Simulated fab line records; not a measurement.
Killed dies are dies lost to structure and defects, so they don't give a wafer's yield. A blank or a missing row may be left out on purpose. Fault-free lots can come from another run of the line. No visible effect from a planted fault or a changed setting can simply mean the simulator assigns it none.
Chamber matching -- flow n5_finfet -- N5_GATE_CUT_DESCUM_18 on rie_diel-06 has 4 sister chambers
The step chemistry O2, time 7 s. 20 wafers are shown with their chamber, then 10 later ones without.

## WAFERS WITH THEIR CHAMBER
wafer,chamber,showerhead_plenum_p_Torr (Torr),throttle_valve_pct (%),drypump_motor_current_A (A)
L074.2,3,2.19,20.33,5.5
L074.4,2,2.24,20.35,6.0
L074.5,1,2.05,20.01,6.2
L075.1,3,2.19,20.31,5.6
L075.3,1,2.05,20.01,6.1
L075.6,1,2.05,20.00,6.2
L079.1,1,2.05,20.01,6.2
L079.4,2,2.23,20.36,6.0
L079.6,1,2.05,20.01,6.2
L081.2,1,2.05,20.04,6.2
L081.3,3,2.19,20.34,5.6
L081.4,2,2.23,20.37,6.0
L083.1,2,2.23,20.37,6.0
L083.3,1,2.04,20.03,6.2
L083.6,1,2.04,20.04,6.2
L084.1,0,2.02,20.69,5.7
L084.5,0,2.02,20.69,5.7
L084.6,3,2.18,20.34,5.6
L085.4,0,2.02,20.67,5.6
L085.5,1,2.04,20.05,6.2

SIGNATURES (means of the wafers above)
reading,chamber 0,chamber 1,chamber 2,chamber 3,scatter within a chamber
showerhead_plenum_p_Torr,2.0200,2.0467,2.2325,2.1875,0.00468
throttle_valve_pct,20.6833,20.0222,20.3625,20.3300,0.0152
drypump_motor_current_A,5.667,6.189,6.000,5.575,0.038
Rule: for a wafer and a chamber, the distance is found by dividing, reading by reading, the gap between the wafer's reading and the chamber's mean by the reading's scatter, squaring, summing and taking the root. If the next closest chamber is less than 2 further off than the closest, the wafer can't be placed; otherwise it belongs to the closest. How the scatter is found: for the shown wafers, subtract from each reading the mean of its chamber, square and add these, divide the total by (wafers less chambers), then take the root.

## WAFERS MISSING THEIR CHAMBER
wafer,showerhead_plenum_p_Torr (Torr),throttle_valve_pct (%),drypump_motor_current_A (A)
L085.6,2.02,20.69,5.6
L093.1,2.18,20.36,5.6
L093.3,2.01,20.71,5.6
L093.4,2.04,20.06,6.2
L094.1,2.01,20.72,5.6
L094.5,2.01,20.72,5.6
L094.6,2.18,20.37,5.6
L097.2,2.04,20.07,6.2
L097.3,2.01,20.72,5.6
L097.6,2.04,20.08,6.2

## THE CHAMBER EACH PASSED THROUGH
wafer,from the rows above,in truth
L085.6,0,0
L093.1,3,3
L093.3,0,0
L093.4,1,1
L094.1,0,0
L094.5,0,0
L094.6,3,3
L097.2,1,1
L097.3,0,0
L097.6,1,1
Correctly placed: 10 of 10. Can't be placed from these rows: 0. Placed wrongly: 0.
